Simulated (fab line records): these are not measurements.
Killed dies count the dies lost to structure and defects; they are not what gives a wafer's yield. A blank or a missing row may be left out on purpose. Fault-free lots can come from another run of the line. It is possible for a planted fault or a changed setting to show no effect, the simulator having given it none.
Matching of chambers ; flow n5_finfet ; N5_HKMG_FIN_ALD_71 on ald_metal-03: 4 sister chambers
The step deposits TiN, target thk 1 nm, pulse time 1 s, purge time 3 s. 18 wafers are shown with their chamber, then 9 later ones without.

== WAFERS, EACH WITH ITS CHAMBER ==
wafer;chamber;heater_power_outer_w (W);heater_power_w (W);precursor_pulse_height_rel
L079.1;2;561;936;0.987
L079.2;1;546;936;0.984
L079.6;0;432;763;1.031
L082.2;1;534;987;1.002
L082.3;3;500;866;1.016
L082.4;0;427;769;0.987
L085.2;2;565;979;1.012
L085.4;3;511;825;0.994
L085.6;0;426;766;1.036
L086.3;1;540;1000;0.988
L086.4;3;510;841;1.018
L086.5;0;429;754;0.961
L089.3;2;563;909;0.999
L089.5;0;438;765;0.994
L089.6;3;524;826;1.030
L091.1;1;528;978;1.002
L091.2;3;503;845;1.013
L091.3;2;566;954;0.977

SIGNATURES (means of the wafers above)
reading;chamber 0;chamber 1;chamber 2;chamber 3;scatter within a chamber
heater_power_outer_w;430.40;537.00;563.75;509.60;6.72
heater_power_w;763.40;975.25;944.50;840.60;21
precursor_pulse_height_rel;1.00180;0.99400;0.99375;1.01420;0.02
Rule: for each reading, subtract the chamber's mean from the wafer's reading, divide by that reading's scatter and square the result; add these up over the readings and take the root, which gives the wafer's distance from the chamber. The wafer belongs to the nearest chamber; if the next one is less than 2 further off, it can't be placed. How the scatter is found: for the shown wafers, subtract from each reading the mean of its chamber, square and add these, divide the total by (wafers less chambers), then take the root.

== WAFERS WITHOUT THEIR CHAMBER ==
wafer;heater_power_outer_w (W);heater_power_w (W);precursor_pulse_height_rel
L094.3;430;746;0.990
L094.4;550;934;1.027
L094.5;528;999;0.995
L095.2;502;842;0.977
L095.5;430;766;0.985
L095.6;532;994;0.966
L097.1;437;756;0.997
L097.3;566;956;1.036
L097.6;508;834;1.003

== CHAMBER TAKEN BY EACH ==
wafer;from the rows above;in truth
L094.3;0;0
L094.4;can't be placed: 2 or 1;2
L094.5;1;1
L095.2;3;3
L095.5;0;0
L095.6;1;1
L097.1;0;0
L097.3;2;2
L097.6;3;3
Correct placement for 8 of the 9. Unplaceable from these rows: 1, with the true chamber sitting among the candidates in 1. Wrongly placed: 0.
